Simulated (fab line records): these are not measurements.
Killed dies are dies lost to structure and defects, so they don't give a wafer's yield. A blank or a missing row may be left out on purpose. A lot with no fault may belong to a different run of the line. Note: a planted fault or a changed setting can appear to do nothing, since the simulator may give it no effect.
What tool caused it? || flow n5 finfet || 12 lots, 36 wafers sampled, at 3 steps of a route of 1938

## WHAT EACH GAUGE READ, for each wafer
N5_BEOL_M10_THK_MEAS_53: measures by xrf.
{"lot": "L075", "measured": "day 10 10:45", "on": "film metro-01", "M10_THK (nm)": "138 133 135"}
{"lot": "L077", "measured": "day 10 17:24", "on": "film metro-02", "M10_THK (nm)": "139 139 136"}
{"lot": "L079", "measured": "day 11 05:29", "on": "film metro-02", "M10_THK (nm)": "136 140 133"}
{"lot": "L081", "measured": "day 11 17:50", "on": "film metro-02", "M10_THK (nm)": "141 141 139"}
{"lot": "L083", "measured": "day 12 06:21", "on": "film metro-01", "M10_THK (nm)": "136 137 142"}
{"lot": "L084", "measured": "day 12 15:11", "on": "film metro-01", "M10_THK (nm)": "147 146 140"}
{"lot": "L087", "measured": "day 13 17:34", "on": "film metro-02", "M10_THK (nm)": "135 137 135"}
{"lot": "L088", "measured": "day 14 03:36", "on": "film metro-02", "M10_THK (nm)": "139 138 139"}
{"lot": "L090", "measured": "day 15 01:48", "on": "film metro-02", "M10_THK (nm)": "137 141 137"}
{"lot": "L093", "measured": "day 16 10:01", "on": "film metro-01", "M10_THK (nm)": "142 143 140"}
{"lot": "L096", "measured": "day 16 23:12", "on": "film metro-01", "M10_THK (nm)": "136 138 143"}
{"lot": "L095", "measured": "day 18 06:49", "on": "film metro-02", "M10_THK (nm)": "141 140 138"}

## EACH LOT AND THE TOOL THAT RAN IT (in order: tool; ch and the chambers of the sampled wafers; start)
{"lot": "L075", "N5_BEOL_M9_ALD_74": "ald metal-01 ch 1,2,3, day 10 00:01", "N5_BEOL_M9_DEP_56": "pecvd-01 ch 0,1,2, day 10 01:24"}
{"lot": "L077", "N5_BEOL_M9_ALD_74": "ald metal-01 ch 0,2,3, day 10 08:38", "N5_BEOL_M9_DEP_56": "pecvd-01 ch 0,1,2, day 10 10:14"}
{"lot": "L079", "N5_BEOL_M9_ALD_74": "ald metal-02 ch 2,3, day 10 20:07", "N5_BEOL_M9_DEP_56": "pecvd-01 ch 1,2, day 10 22:05"}
{"lot": "L081", "N5_BEOL_M9_ALD_74": "ald metal-03 ch 1,2,3, day 11 10:21", "N5_BEOL_M9_DEP_56": "pecvd-01 ch 0,1,2, day 11 11:56"}
{"lot": "L083", "N5_BEOL_M9_ALD_74": "ald metal-02 ch 0,1, day 11 19:59", "N5_BEOL_M9_DEP_56": "pecvd-02 ch 0,1, day 11 21:29"}
{"lot": "L084", "N5_BEOL_M9_ALD_74": "ald metal-01 ch 1,2, day 12 04:55", "N5_BEOL_M9_DEP_56": "pecvd-01 ch 0,1,2, day 12 06:17"}
{"lot": "L087", "N5_BEOL_M9_ALD_74": "ald metal-01 ch 0,3, day 13 07:20", "N5_BEOL_M9_DEP_56": "pecvd-02 ch 0,1,2, day 13 08:47"}
{"lot": "L088", "N5_BEOL_M9_ALD_74": "ald metal-03 ch 0,1,3, day 13 19:18", "N5_BEOL_M9_DEP_56": "pecvd-01 ch 0,1, day 13 21:05"}
{"lot": "L090", "N5_BEOL_M9_ALD_74": "ald metal-03 ch 0,1,2, day 14 18:14", "N5_BEOL_M9_DEP_56": "pecvd-02 ch 0,1,2, day 14 20:02"}
{"lot": "L093", "N5_BEOL_M9_ALD_74": "ald metal-03 ch 0,1,2, day 16 00:56", "N5_BEOL_M9_DEP_56": "pecvd-03 ch 0,1,2, day 16 02:29"}
{"lot": "L096", "N5_BEOL_M9_ALD_74": "ald metal-03 ch 0,1,2, day 16 06:10", "N5_BEOL_M9_DEP_56": "pecvd-03 ch 1,2, day 16 08:04"}
{"lot": "L095", "N5_BEOL_M9_ALD_74": "ald metal-03 ch 0,1, day 17 17:25", "N5_BEOL_M9_DEP_56": "pecvd-03 ch 1,2, day 17 21:44"}
- N5_BEOL_M9_ALD_74: deposits TaN, target thk 2 nm, pulse time 2 s, purge time 3 s.
- N5_BEOL_M9_DEP_56: deposits SiCN from 3MS/NH3, target thk 15 nm, time 26.5 s.

## THE ANSWER, worked out from the rows above alone
Rule: the lots themselves supply what counts as usual. The widest of any qualifying gaps counts: lots, ordered by their means at a reading, are off when they make up no more than a third of the lots, leave a main group of 4 or more, and stand apart from it by 3 or more times the standard deviation of that group's means. A main group is skipped when, at the precision printed for the reading in the tables above, its means are all equal. Also off: a lot with no number at a reading for which 4 or more lots have one. The other lots that the step has rows for count as sound.
No lot is off at any reading shown: from this, nothing can be told.

## WHAT THE SIMULATOR HAD INSERTED
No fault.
